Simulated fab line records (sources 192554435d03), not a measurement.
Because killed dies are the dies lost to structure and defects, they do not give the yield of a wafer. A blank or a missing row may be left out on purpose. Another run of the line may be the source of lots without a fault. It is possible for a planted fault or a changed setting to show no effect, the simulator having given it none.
Which of the tools did it? ; flow n5-finfet ; 9 lots, 27 wafers sampled, at 6 steps of a route of 1938

## WHAT THE GAUGES SHOWED, per wafer
N5_BEOL_M4_RS_MEAS_58: measurement is done with a four-point probe.
lot;measured;on;M4_RS (ohm/sq)
L408;day 10 21:52;film-metro-01;0.635 0.666 0.657
L409;day 11 10:10;film-metro-02;0.775 0.768 0.801
L410;day 11 16:50;film-metro-02;0.771 0.770 0.785
L416;day 14 23:25;film-metro-02;0.698 0.674 0.711
L417;day 15 10:26;film-metro-01;0.688 0.683 0.689
L425;day 16 08:09;film-metro-01;0.707 0.658 0.679
L421;day 16 16:14;film-metro-02;0.731 0.665 0.713
L422;day 17 01:18;film-metro-02;0.663 0.658 0.660
L423;day 17 07:17;film-metro-01;0.690 0.664 0.647

## WHICH TOOL RAN EACH LOT (tool, then ch and the chambers of the sampled wafers, then the start)
lot;N5_BEOL_M4_SPUTTER_90;N5_BEOL_M4_ANNEAL_95;N5_BEOL_M4_ANNEAL_51;N5_BEOL_M4_CMP_52;N5_BEOL_M4_CO_CAP_55
L408;pvd-sputter-01, day 10 20:09;pvd-sputter-01, day 10 20:40;rtp-anneal-01 ch 0, day 10 21:08;cmp-02 ch 1,2,3, day 10 21:25;cvd-co-02 ch 0,1,2, day 10 21:43
L409;pvd-sputter-01, day 11 08:26;pvd-sputter-01, day 11 08:58;rtp-anneal-01, day 11 09:17;cmp-03 ch 0,1,3, day 11 09:35;cvd-co-02 ch 1,2, day 11 09:58
L410;pvd-sputter-02, day 11 14:59;pvd-sputter-02, day 11 15:30;rtp-anneal-01, day 11 16:04;cmp-04 ch 0,1, day 11 16:16;cvd-co-01 ch 1,2, day 11 16:39
L416;pvd-sputter-02, day 14 21:30;pvd-sputter-02, day 14 22:01;rtp-anneal-01 ch 0, day 14 22:38;cmp-03 ch 1,2,3, day 14 22:58;cvd-co-02 ch 0,2, day 14 23:13
L417;pvd-sputter-03, day 15 08:44;pvd-sputter-03, day 15 09:15;rtp-anneal-02 ch 0, day 15 09:38;cmp-04 ch 0,2,3, day 15 09:57;cvd-co-02 ch 0,1, day 15 10:15
L425;pvd-sputter-02, day 16 06:10;pvd-sputter-02, day 16 06:41;rtp-anneal-01 ch 0, day 16 07:17;cmp-04 ch 0,1, day 16 07:35;cvd-co-01 ch 0,1,2, day 16 08:00
L421;pvd-sputter-01, day 16 14:31;pvd-sputter-01, day 16 15:02;rtp-anneal-01 ch 0, day 16 15:23;cmp-02 ch 0,2,3, day 16 15:41;cvd-co-02 ch 0,1,2, day 16 16:03
L422;pvd-sputter-01, day 16 23:35;pvd-sputter-01, day 17 00:07;rtp-anneal-01 ch 0, day 17 00:27;cmp-02 ch 0,3, day 17 00:45;cvd-co-02 ch 1,2, day 17 01:07
L423;pvd-sputter-02, day 17 05:29;pvd-sputter-02, day 17 06:01;rtp-anneal-01 ch 0, day 17 06:25;cmp-04 ch 0,1,2, day 17 06:46;cvd-co-02 ch 0,1, day 17 07:06
- N5_BEOL_M4_SPUTTER_90: material Cu, target thk 4.5 nm, time 8.29 s.
- N5_BEOL_M4_ANNEAL_95: time 240 s.
- N5_BEOL_M4_ANNEAL_51: time 90 s.
- N5_BEOL_M4_CMP_52: polishes, stops on SiOC, t overpolish 6.8 s, target thk 40 nm.
- N5_BEOL_M4_CO_CAP_55: material Co, precursor CCTBA/H2, target thk 2 nm, time 102.1 s.

## THE ANSWER, worked out from the rows above alone
Rule: the lots themselves supply what counts as usual. The widest of any qualifying gaps counts: lots, ordered by their means at a reading, are off when they make up no more than a third of the lots, leave a main group of 4 or more, and stand apart from it by 3 or more times the standard deviation of that group's means. The tables above print the reading to a certain number of digits; a main group whose means all agree to those digits is not used. Also off: a lot with no number at a reading for which 4 or more lots have one. Any other lot the step has rows for is counted as sound.
Off: at N5_BEOL_M4_RS_MEAS_58 (M4_RS), L409, L410. Mean 0.678 ohm/sq and standard deviation 0.017 in the main group.
If a tool, at a process step before that reading, ran all the lots that are off and no sound lot after the first of them, it fits. The gauges at N5_BEOL_M4_RS_MEAS_58 are tried like those tools. Not one of the candidates tried fits.

## WHAT HAD BEEN PUT IN BY THE SIMULATOR
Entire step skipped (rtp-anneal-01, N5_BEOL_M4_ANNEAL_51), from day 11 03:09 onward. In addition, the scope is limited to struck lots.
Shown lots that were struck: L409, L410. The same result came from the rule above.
